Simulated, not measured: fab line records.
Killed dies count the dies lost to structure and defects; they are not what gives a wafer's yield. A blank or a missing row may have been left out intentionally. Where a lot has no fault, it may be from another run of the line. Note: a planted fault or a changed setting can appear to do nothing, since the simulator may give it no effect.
fab line records ; flow nand_harc
record: lots: 5; wafers: 14; last_day: 32
route steps=1302 shown P_M2@320 END@1302
lots with no fault: from the same line, run without faults
start_h: hours from the record's first day to the start of the lot's first wafer shown ; wait_h: hours from the lot's prior step to this one ; " same as the row above ; L1.1+2: a single row standing in for several wafers ; - no value present, or no start provided ; * or withheld: withheld ; < > ~ a bound
route shown NAME@n: names a module that has steps shown in the file, with the first one's number in the route ; usual: average and standard deviation across the fault-free wafers ; same: alike in all rows ; chamber/n: place in a boat ; sites: per-site readings ; _std_site: standard deviation across them ; _edge_site: the outer-site mean with the inner-site mean subtracted ; radius_mm: how far each site lies from the wafer's centre ; mask NAME#n: copy n ; behind: the last tool/chamber to shape the wafer ; hold: cause of the lot's hold/its duration in hours/its outcome ; device: transistor that didn't switch, given as n, p or np ; end of line: tests of these same wafers at the route's end ; a step with no rows: only its recipe ; killed: not the wafer's yield, but the dies lost to structure and defects at the first sort ; map: a wafer's dies, marking killed ones x, the rest . and places with no die _
set.NAME: the run value of the setting; set.NAME@STEP: its run value at that earlier step ; model.NAME: the simulator's own value behind a step, which no gauge read
lots at some steps of the route; a table a step, a row a wafer
services: the hour from which a tool's chamber was out of use, counted from the record's first day as start_h (under 0 if before that day), plus the number of hours and why
== steps ==
step: NHARC_P_M2_HMDS_02
recipe: time_s: 30
step: NHARC_P_M2_COAT_34
recipe: temp_c: 200; time_s: 65
step: NHARC_P_M2_COAT_03
recipe: spin_rpm: 1500; resist_thk_nm: 90
step: NHARC_P_M2_SOFTBAKE_04
recipe: temp_c: 105; time_s: 55
step: NHARC_P_M2_EBR_05
step: NHARC_P_M2_EXPOSE_06
recipe: na: 1.35; target_cd_nm: 170; dose_mj: 80.78; mask_id: P_M2
step: NHARC_P_M2_PEB_07
recipe: peb_temp_c: 100; peb_time_s: 65
step: NHARC_P_M2_DEVELOP_08
recipe: develop_time_s: 35; dev_temp_c: 23
step: NHARC_P_M2_CD_MEAS_09
recipe: target_cd_nm: 170; landing_energy_ev: 500
usual: cd_nm: 170.4/0.99
lot.wafer;tool;chamber;start_h;wait_h;cd_nm
L460.1;cd_sem-03;0;142.11;-;172.2
L460.3;cd_sem-03;0;142.11;-;171.2
L460.6;cd_sem-03;0;142.11;-;171.8
L461.3;cd_sem-01;0;153.77;-;171.8
L461.5;cd_sem-01;0;153.77;-;171.2
L461.6;cd_sem-01;0;153.77;-;171.5
L467.3;cd_sem-03;0;206.24;-;170.4
L467.6;cd_sem-03;0;206.24;-;171.1
L478.3;cd_sem-03;0;317.54;-;170.3
L478.4;cd_sem-03;0;317.54;-;168.4
L478.5;cd_sem-03;0;317.54;-;169.3
L479.3;cd_sem-01;0;328.69;-;169.0
L479.4;cd_sem-01;0;328.69;-;169.7
L479.5;cd_sem-01;0;328.69;-;168.8
step: NHARC_P_M2_OVL_MEAS_10
recipe: pitch_nm: 340
usual: overlay_x_nm: -0.2/0.8; overlay_y_nm: -0.2/0.8
lot.wafer;tool;chamber;start_h;wait_h;overlay_x_nm;overlay_y_nm
L460.1;overlay-01;-;142.19;-;-0.7;0.7
L460.3;overlay-01;-;142.19;-;-1.2;1.4
L460.6;overlay-01;-;142.19;-;-0.7;1.1
L461.3;overlay-02;-;153.86;-;1.1;-1.0
L461.5;overlay-02;-;153.86;-;1.3;-1.4
L461.6;overlay-02;-;153.86;-;1.5;-1.9
L467.3;overlay-02;-;206.32;-;-1.3;-0.7
L467.6;overlay-02;-;206.32;-;-1.6;-0.7
L478.3;overlay-02;-;317.63;-;1.1;-1.3
L478.4;overlay-02;-;317.63;-;0.8;-1.8
L478.5;overlay-02;-;317.63;-;0.8;-1.4
L479.3;overlay-01;-;328.77;-;-1.7;-0.3
L479.4;overlay-01;-;328.77;-;-1.3;-0.8
L479.5;overlay-01;-;328.77;-;-0.7;-0.7
step: NHARC_P_M2_INSPECT_11
usual: raw_defect_count: 4.8/3
lot.wafer;tool;chamber;start_h;wait_h;raw_defect_count
L460.1;defect_inspect-02;-;142.23;0.0;6
L460.3;defect_inspect-02;-;142.23;0.0;4
L460.6;defect_inspect-02;-;142.23;0.0;2
L461.3;defect_inspect-02;-;153.89;0.0;3
L461.5;defect_inspect-02;-;153.89;0.0;2
L461.6;defect_inspect-02;-;153.89;0.0;2
L467.3;defect_inspect-01;-;206.36;0.0;5
L467.6;defect_inspect-01;-;206.36;0.0;3
L478.3;defect_inspect-01;-;317.66;0.0;5
L478.4;defect_inspect-01;-;317.66;0.0;4
L478.5;defect_inspect-01;-;317.66;0.0;3
L479.3;defect_inspect-02;-;328.81;0.0;1
L479.4;defect_inspect-02;-;328.81;0.0;1
L479.5;defect_inspect-02;-;328.81;0.0;3
step: NHARC_P_M2_DESCUM_14
recipe: time_s: 3; o2_flow_sccm: 200; ar_flow_sccm: 0; bias_power_w: 0; chemistry: O2
usual: drypump_motor_current_A: 5.7/0.33; oes_product_au: 0.999/0.016; rf_vpp_V: 58.0/0.91; showerhead_plenum_p_Torr: 1.94/0.053; throttle_valve_pct: 11.311/0.0082
lot.wafer;tool;chamber;start_h;wait_h;drypump_motor_current_A;oes_product_au;rf_hours_counter_h;rf_vpp_V;showerhead_plenum_p_Torr;throttle_valve_pct
L460.3;rie_diel-07;0;142.30;0.1;5.6;1.006;0.8;57.6;1.98;11.313
L460.1;rie_diel-07;2;142.30;0.1;6.3;0.991;1.1;58.8;1.94;11.304
L460.6;rie_diel-07;0;142.30;0.1;5.6;0.996;-;58.6;1.98;11.318
L461.3;rie_diel-03;3;153.98;0.1;5.5;0.998;3.1;59.1;1.99;11.303
L461.5;rie_diel-03;0;153.98;0.1;5.6;0.998;-;58.4;1.90;11.302
L461.6;rie_diel-03;1;153.98;0.1;5.3;1.010;-;56.5;1.94;11.291
L467.3;rie_diel-03;1;206.44;0.1;5.2;1.029;3.4;58.0;1.94;11.310
L467.6;rie_diel-03;3;206.44;0.1;5.5;0.995;-;58.0;1.99;11.328
L478.3;rie_diel-03;0;317.73;0.1;5.6;0.998;1.7;56.5;1.90;11.321
L478.4;rie_diel-03;1;317.73;0.1;5.3;1.016;0.6;56.9;1.93;11.308
L478.5;rie_diel-03;3;317.73;0.1;5.6;0.980;-;57.8;1.98;11.316
L479.4;rie_diel-03;1;328.87;0.1;5.3;1.014;1.8;57.4;1.93;11.322
L479.3;rie_diel-03;3;328.87;0.1;5.6;0.979;2.9;59.3;1.98;11.305
L479.5;rie_diel-03;2;328.87;0.1;6.1;0.994;-;58.2;1.96;11.320
step: NHARC_P_M2_ETCH_35
recipe: target_depth_a: 400; overetch_a: 120; time_s: 43.94; ion_energy_ev: 200; n2_flow_sccm: 150; h2_flow_sccm: 150; ar_flow_sccm: 0; rf_w: 400; bias_w: 150; chemistry: N2/H2
usual: bias_w: 150.1/0.44; drypump_motor_current_A: 5.8/0.33; n2_flow_sccm: 150.0/0.5; oes_product_au: 0.997/0.016; rf_vpp_V: 431.3/1.8; run_length_s: 65.4/0.4; showerhead_plenum_p_Torr: 2.07/0.058; throttle_valve_pct: 14.171/0.0087
lot.wafer;tool;chamber;start_h;wait_h;bias_w;drypump_motor_current_A;n2_flow_sccm;oes_product_au;rf_hours_counter_h;rf_vpp_V;run_length_s;showerhead_plenum_p_Torr;throttle_valve_pct
L460.1;rie_diel-07;1;142.38;0.1;150.1;6.0;150.1;1.019;1.1;433.3;64.8;2.17;14.187
L460.3;rie_diel-07;2;142.38;0.1;149.5;6.2;150.1;0.983;1.1;431.6;65.6;2.06;14.164
L460.6;rie_diel-07;1;142.38;0.1;150.5;6.0;150.6;1.018;-;434.5;64.3;2.17;14.181
L461.3;rie_diel-03;0;154.05;0.1;149.4;5.6;149.9;0.999;1.7;430.8;65.1;2.03;14.174
L461.6;rie_diel-03;2;154.05;0.1;150.1;6.1;150.2;0.982;-;432.3;65.5;2.09;14.173
L461.5;rie_diel-03;3;154.05;0.1;150.5;5.6;149.7;1.001;-;431.9;65.5;2.12;14.180
L467.3;rie_diel-03;0;206.50;0.1;-;5.6;149.5;1.011;4.2;430.2;55.1;2.03;14.169
L467.6;rie_diel-03;1;206.50;0.1;-;5.2;149.9;1.020;-;431.6;55.1;2.06;14.157
L478.4;rie_diel-03;2;317.81;0.1;149.6;6.1;150.0;1.000;1.7;431.7;65.5;2.09;14.164
L478.3;rie_diel-03;3;317.81;0.1;149.7;5.6;150.2;0.980;1.9;433.5;66.0;2.12;14.165
L478.5;rie_diel-03;2;317.81;0.1;149.7;6.0;150.4;0.999;-;431.9;65.8;2.09;14.159
L479.4;rie_diel-03;3;328.95;0.1;149.8;5.6;150.3;0.968;2.9;433.8;65.4;2.12;14.189
L479.3;rie_diel-03;0;328.95;0.1;149.8;5.6;150.1;1.002;2.9;430.3;65.5;2.03;14.179
L479.5;rie_diel-03;0;328.95;0.1;150.3;5.6;149.7;0.990;-;430.6;65.4;2.02;14.170
step: NHARC_P_M2_ETCH_15
recipe: target_depth_a: 1825; time_s: 91.2; c4f8_flow_sccm: withheld; ar_flow_sccm: 400; rf_w: 600; bias_w: 300; chemistry: C4F8/Ar
usual: bias_w: 299.9/0.88; oes_product_au: 0.951/0.025; rf_vpp_V: 441.6/1.8; run_length_s: 112.8/0.42
lot.wafer;tool;chamber;start_h;wait_h;bias_w;oes_product_au;rf_hours_counter_h;rf_vpp_V;run_length_s
L460.3;rie_diel-07;1;-;-;300.5;0.990;1.2;445.2;111.8
L460.1;rie_diel-07;0;-;-;301.3;0.950;0.8;442.5;112.3
L460.6;rie_diel-07;2;-;-;300.1;0.966;-;441.6;113.4
L461.3;rie_diel-03;0;-;-;298.9;0.969;1.7;439.6;113.0
L461.5;rie_diel-03;0;-;-;301.1;0.976;-;440.1;112.4
L461.6;rie_diel-03;1;-;-;299.4;0.982;-;442.2;112.6
L467.3;rie_diel-03;2;-;-;300.2;0.965;5.6;441.7;112.9
L467.6;rie_diel-03;1;-;-;300.5;0.992;-;441.2;113.1
L478.4;rie_diel-03;1;-;-;299.2;0.960;0.7;442.8;112.6
L478.3;rie_diel-03;2;-;-;300.1;0.946;1.7;441.5;112.9
L478.5;rie_diel-03;3;-;-;300.8;0.924;-;442.2;113.2
L479.4;rie_diel-03;0;-;-;299.0;0.986;3.0;440.9;112.5
L479.3;rie_diel-03;1;-;-;300.1;0.978;1.8;441.7;112.4
L479.5;rie_diel-03;2;-;-;299.4;0.960;-;440.7;113.1
step: NHARC_END_SORT_01
recipe: temp_c: 25
usual: defect_limited_yield: 91.3/3; killed_at_array: 54/20; killed_at_other: 0.7/0.94; killed_at_periphery: 3.8/2.7; killed_dies: 59/20; killed_open: 3.5/1.9; killed_short: 2.5/1.6
same: gross_dies: 677
lot.wafer;tool;chamber;start_h;wait_h;defect_limited_yield[%];killed_at_array;killed_at_other;killed_at_periphery;killed_dies;killed_open;killed_short
L460.1;prober-01;0;586.94;2.5;90.8;57;3;2;62;1;2
L460.3;prober-01;0;588.53;3.1;92.8;48;0;1;49;2;4
L460.6;prober-01;0;590.91;4.0;91.0;58;1;2;61;4;2
L467.3;prober-02;0;642.38;3.1;90.0;65;1;2;68;1;2
L467.6;prober-02;0;644.79;4.0;89.4;69;1;2;72;4;4
L479.3;prober-01;0;763.75;3.1;96.3;24;0;1;25;3;0
L479.4;prober-01;0;764.55;3.4;95.9;27;0;1;28;2;6
L479.5;prober-01;0;765.36;3.7;95.4;28;0;3;31;4;3
L478.3;prober-02;0;768.82;3.1;87.4;80;2;3;85;7;1
L478.4;prober-02;0;769.61;3.4;89.5;68;0;3;71;4;1
L478.5;prober-02;0;770.41;3.7;86.9;87;0;2;89;2;7
killed by level:class
L460.1 A_SLIT:chamber_film_flake=27 A_CHANNEL_HOLE_D2:chamber_film_flake=8 A_M1:chamber_film_flake=5 A_CHANNEL_HOLE_D1:chamber_film_flake=4 A_DECK1_JOINT:chamber_film_flake=4 A_STAIRCASE:chamber_film_flake=4 A_CHANNEL_FILL_D1:chamber_film_flake=2 THIN_TSV:chamber_film_flake=2
L460.3 A_SLIT:chamber_film_flake=20 A_CHANNEL_HOLE_D2:chamber_film_flake=8 A_M1:chamber_film_flake=5 A_CHANNEL_HOLE_D1:chamber_film_flake=2 A_ONON_D1:geometric_particle:open=1 A_ONON_D2:geometric_particle:short=1 A_CHANNEL_HOLE_D2:geometric_particle:short=1 A_SGD_CUT:geometric_particle:short=1
L460.6 A_SLIT:chamber_film_flake=26 A_M1:chamber_film_flake=6 A_CHANNEL_HOLE_D2:chamber_film_flake=5 A_STAIRCASE:chamber_film_flake=5 A_WL_FILL:chamber_film_flake=3 P_M2:chamber_film_flake=2 A_CHANNEL_HOLE_D1:chamber_film_flake=2 A_DECK1_JOINT:chamber_film_flake=2
L467.3 A_SLIT:chamber_film_flake=34 A_CHANNEL_HOLE_D2:chamber_film_flake=13 A_CONTACT:chamber_film_flake=9 A_ZERO_WELL:chamber_film_flake=3 A_CHANNEL_HOLE_D1:chamber_film_flake=2 A_STAIRCASE:chamber_film_flake=2 P_M0:geometric_particle:open=1 A_ONON_D2:geometric_particle:short=1
L467.6 A_SLIT:chamber_film_flake=36 A_CHANNEL_HOLE_D2:chamber_film_flake=13 A_CHANNEL_HOLE_D1:chamber_film_flake=6 A_M1:geometric_particle:open=3 A_CONTACT:chamber_film_flake=3 A_STAIRCASE:chamber_film_flake=2 A_ONON_D1:geometric_particle:short=1 A_CHANNEL_HOLE_D1:geometric_particle:short=1
L479.3 A_CHANNEL_HOLE_D1:chamber_film_flake=8 A_SGD_CUT:chamber_film_flake=3 A_SLIT:chamber_film_flake=3 A_DECK1_JOINT:chamber_film_flake=2 A_STAIRCASE:chamber_film_flake=2 A_CONTACT:chamber_film_flake=2 P_STI:geometric_particle:open=1 A_CHANNEL_HOLE_D1:geometric_particle:open=1
L479.4 A_CHANNEL_HOLE_D1:chamber_film_flake=12 A_CONTACT:chamber_film_flake=3 A_STAIRCASE:chamber_film_flake=2 A_SLIT:chamber_film_flake=2 P_CONTACT:geometric_particle:short=1 A_CHANNEL_HOLE_D1:geometric_particle:short=1 A_CHANNEL_HOLE_D1:geometric_particle:open=1 A_CHANNEL_FILL_D2:geometric_particle:short=1
L479.5 A_CHANNEL_HOLE_D1:chamber_film_flake=14 A_SLIT:chamber_film_flake=6 P_M0:geometric_particle:open=2 A_CHANNEL_FILL_D1:geometric_particle:short=2 A_CHANNEL_HOLE_D1:geometric_particle:short=1 A_CHANNEL_HOLE_D2:geometric_particle:open=1 A_CONTACT:chamber_film_flake=1 A_M0:geometric_particle:open=1
L478.3 A_SLIT:chamber_film_flake=37 A_CHANNEL_HOLE_D1:chamber_film_flake=28 A_CONTACT:chamber_film_flake=3 A_BLC:geometric_particle:open=2 A_STAIRCASE:chamber_film_flake=2 A_M0:chamber_film_flake=2 P_CONTACT:geometric_particle:open=1 P_M2:geometric_particle:open=1
L478.4 A_SLIT:chamber_film_flake=31 A_CHANNEL_HOLE_D1:chamber_film_flake=22 A_M0:chamber_film_flake=3 P_CONTACT:geometric_particle:open=2 A_ONON_D1:geometric_particle:open=2 A_CHANNEL_FILL_D2:chamber_film_flake=2 A_CONTACT:chamber_film_flake=2 A_ONON_D2:geometric_particle:short=1
L478.5 A_SLIT:chamber_film_flake=34 A_CHANNEL_HOLE_D1:chamber_film_flake=33 A_M0:chamber_film_flake=4 A_CONTACT:chamber_film_flake=3 A_STAIRCASE:chamber_film_flake=2 P_M0:geometric_particle:short=1 A_DECK1_JOINT:geometric_particle:short=1 A_CHANNEL_FILL_D2:geometric_particle:short=1
== services ==
tool;chamber;start_h;hours;kind
rie_diel-03;0;133.34;5.6;repair
rie_diel-03;1;137.80;-;clean
rie_diel-03;2;137.80;-;clean
rie_diel-03;3;137.80;-;clean
rie_diel-03;0;162.30;-;clean
rie_diel-03;1;162.30;-;clean
rie_diel-03;2;162.30;-;clean
rie_diel-03;3;162.30;-;clean
rie_diel-07;0;169.16;5.7;repair
rie_diel-03;0;186.80;-;clean
rie_diel-03;1;186.80;-;clean
rie_diel-03;2;186.80;-;clean
rie_diel-03;3;186.80;-;clean
rie_diel-07;0;193.09;6.3;repair
rie_diel-03;0;206.54;19.9;repair
rie_diel-03;1;211.30;-;clean
rie_diel-03;2;211.30;-;clean
rie_diel-03;3;211.30;-;clean
rie_diel-03;0;235.80;-;clean
rie_diel-07;-;243.73;0.5;repair
rie_diel-03;-;248.48;32.9;repair
rie_diel-07;-;294.20;9.0;pm
rie_diel-03;1;295.59;5.3;repair
rie_diel-07;2;313.34;3.3;repair
== key ==
first_sign: step: NHARC_P_M2_ETCH_35; reading: run_length_s; direction: down; sigmas: 26; usual: *; struck: *
effect none on later readings
met_at NHARC_P_M2_ETCH_35
struck_wafers L467.3,L467.6
onset_between 154.05 206.50
fault: kind: process_parameter_drift; tool: rie_diel-03; chamber: -; onset_h: 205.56; steps: NHARC_P_M2_ETCH_35; channel: time_s; offset: *; shape: step; end_h: 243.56; scope: struck_wafers_only; acts_in: *; stated: *
